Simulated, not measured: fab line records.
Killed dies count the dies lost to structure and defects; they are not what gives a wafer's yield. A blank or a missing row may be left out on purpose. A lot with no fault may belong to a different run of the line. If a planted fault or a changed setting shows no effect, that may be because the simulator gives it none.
Matching of chambers | flow nand harc | NHARC_A_CONTACT_DEP_58 on pecvd-04: 3 sister chambers
The step deposits SiON, target thk 90 nm. 14 wafers are shown with their chamber, then 7 later ones without.

## WAFERS WITH THEIR CHAMBER
wafer  | chamber | heater power w (W) | heater power outer w (W) | chamber pressure Torr (Torr)
L238.1 | 2       | 673                | 424                      | 3.485
L238.2 | 0       | 771                | 449                      | 3.518
L238.4 | 2       | 651                | 426                      | 3.504
L239.3 | 1       | 670                | 414                      | 3.499
L239.5 | 2       | 612                | 374                      | 3.505
L239.6 | 0       | 792                | 461                      | 3.498
L248.1 | 2       | 659                | 416                      | 3.507
L248.2 | 1       | 683                | 425                      | 3.503
L248.4 | 2       | 668                | 414                      | 3.507
L252.1 | 2       | 681                | 441                      | 3.503
L252.4 | 1       | 687                | 423                      | 3.499
L252.6 | 0       | 722                | 412                      | 3.485
L253.2 | 1       | 606                | 371                      | 3.496
L253.3 | 2       | 637                | 384                      | 3.496

SIGNATURES, as means of the wafers listed above
reading               | chamber 0 | chamber 1 | chamber 2 | scatter within a chamber
heater power w        | 761.67    | 661.50    | 654.43    | 30.5
heater power outer w  | 440.67    | 408.25    | 411.29    | 24.6
chamber pressure Torr | 3.50033   | 3.49925   | 3.50100   | 0.00934
Rule: for each reading, subtract the chamber's mean from the wafer's reading, divide by that reading's scatter and square the result; add these up over the readings and take the root, which gives the wafer's distance from the chamber. The wafer belongs to the nearest chamber; if the next one is less than 2 further off, it can't be placed. How the scatter is found: for the shown wafers, subtract from each reading the mean of its chamber, square and add these, divide the total by (wafers less chambers), then take the root.

## WAFERS WITH NO CHAMBER GIVEN
wafer  | heater power w (W) | heater power outer w (W) | chamber pressure Torr (Torr)
L253.5 | 632                | 398                      | 3.494
L256.1 | 655                | 403                      | 3.471
L256.2 | 813                | 471                      | 3.501
L256.4 | 778                | 460                      | 3.487
L255.2 | 563                | 357                      | 3.499
L255.5 | 681                | 414                      | 3.497
L255.6 | 577                | 359                      | 3.496

## EACH ONE'S CHAMBER
wafer  | from the rows above          | in truth
L253.5 | can't be placed: 2 or 1      | 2
L256.1 | can't be placed: 1 or 2 or 0 | 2
L256.2 | 0                            | 0
L256.4 | 0                            | 0
L255.2 | can't be placed: 2 or 1      | 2
L255.5 | can't be placed: 1 or 2      | 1
L255.6 | can't be placed: 2 or 1      | 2
Correctly placed: 2 of 7. Not placeable from these rows: 5 (in 5, the candidates include the true chamber). Wrongly placed: 0.
